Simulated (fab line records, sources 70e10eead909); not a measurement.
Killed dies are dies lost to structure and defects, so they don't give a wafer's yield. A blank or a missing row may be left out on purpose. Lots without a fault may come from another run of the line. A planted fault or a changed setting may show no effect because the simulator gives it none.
Problem report in the 8D (eight disciplines) form, filled by code | flow nand_harc | the parts of the form that need people (team, actions taken, sign-off) are left out

1. THE PROBLEM
thk_nm at NHARC_A_ONON_D1_THK_MEAS_21 reads a mean of 1540 nm on 2 wafers of 2 lots; wafers without a fault read 1001 nm with a standard deviation of 9.7. That is +56 standard deviations from the usual mean.
The step: measures by ellipsometry.
First seen on wafer L623.3, day 11 15:09, on film_metro-01. The record holds 42 wafers of 14 lots with a number at this step. Rule for "out", or "out of limits": more than 4 standard deviations from the usual mean. The other wafers with a number count as sound.

2. WHAT IT IS AND WHAT IT IS NOT
question                    | is                           | is not
which readings at this step | thk_nm                       | -
which lots                  | L623, L627                   | L608, L609, L611, L612, L614, L617, L618, L620, L622, L625, L628, L631
which wafers of those lots  | L623.3, L627.3               | L623.2, L623.4, L627.4, L627.5
read on which gauges        | film_metro-01, film_metro-02 | -
when                        | from day 11 15:09            | up to then (29 sound wafers); but 11 sound wafers of L625, L627, L628, L631 came after

3. SUSPECTS, AND WHAT RULES EACH OUT
Counting: a tool at a process step up to the reading stays a suspect if it ran every lot that is out. Sound lots after the first of them don't rule it out here, since some wafers of a struck lot are sound.
- the gauge at NHARC_A_ONON_D1_THK_MEAS_21: ruled out. The wafers that are out were read on 2 gauges (film_metro-01, film_metro-02).
- pecvd_onon-01 at NHARC_A_ONON_D1_DEP_19 (target thk 1000 nm): kept. It ran every lot that is out, first L623 (day 11 14:42); its last sound lot up to then is L622 (day 11 05:20).
Left after counting: pecvd_onon-01 at NHARC_A_ONON_D1_DEP_19.

4. THE CAUSE (what the simulator had put in)
Process parameter drift: pecvd_onon-01, from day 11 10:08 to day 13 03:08, at NHARC_A_ONON_D1_DEP_19. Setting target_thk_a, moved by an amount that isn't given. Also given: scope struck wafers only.
Counting left only this tool.

5. THE CHAIN OF EFFECTS, in route order
Each row: a reading whose mean over the struck wafers that have a number lies more than 3 standard deviations from the usual. Only readings for which the record gives a usual standard deviation are gone through. hours: the time from each lot's start at the first step in this table that gives one to its start at this step, as a median over the lots. sigmas: the change in usual standard deviations.
hours | step                        | reading         | usual   | on struck wafers | change | sigmas
0     | NHARC_A_ONON_D1_THK_MEAS_21 | thk_nm          | 1001 nm | 1540             | +540   | +56
283   | NHARC_END_SORT_01           | killed_at_array | 27      | 671              | +644   | +64
283   | NHARC_END_SORT_01           | killed_dies     | 31      | 677              | +646   | +67

6. WHAT WOULD HAVE CAUGHT IT SOONER
In this record the first reading out of limits at a measuring or inspecting step was taken at day 11 15:09, 5 hours after the fault began at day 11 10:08.
Of the tool readings at NHARC_A_ONON_D1_DEP_19 for which the record gives a usual standard deviation, none was out on any struck wafer, so an alarm limit of 4 standard deviations on them would not have fired.
Of the lots that are out (2), L627 began NHARC_A_ONON_D1_DEP_19 on pecvd_onon-01 after day 11 15:09. A hold on the tool at that time would have spared it.
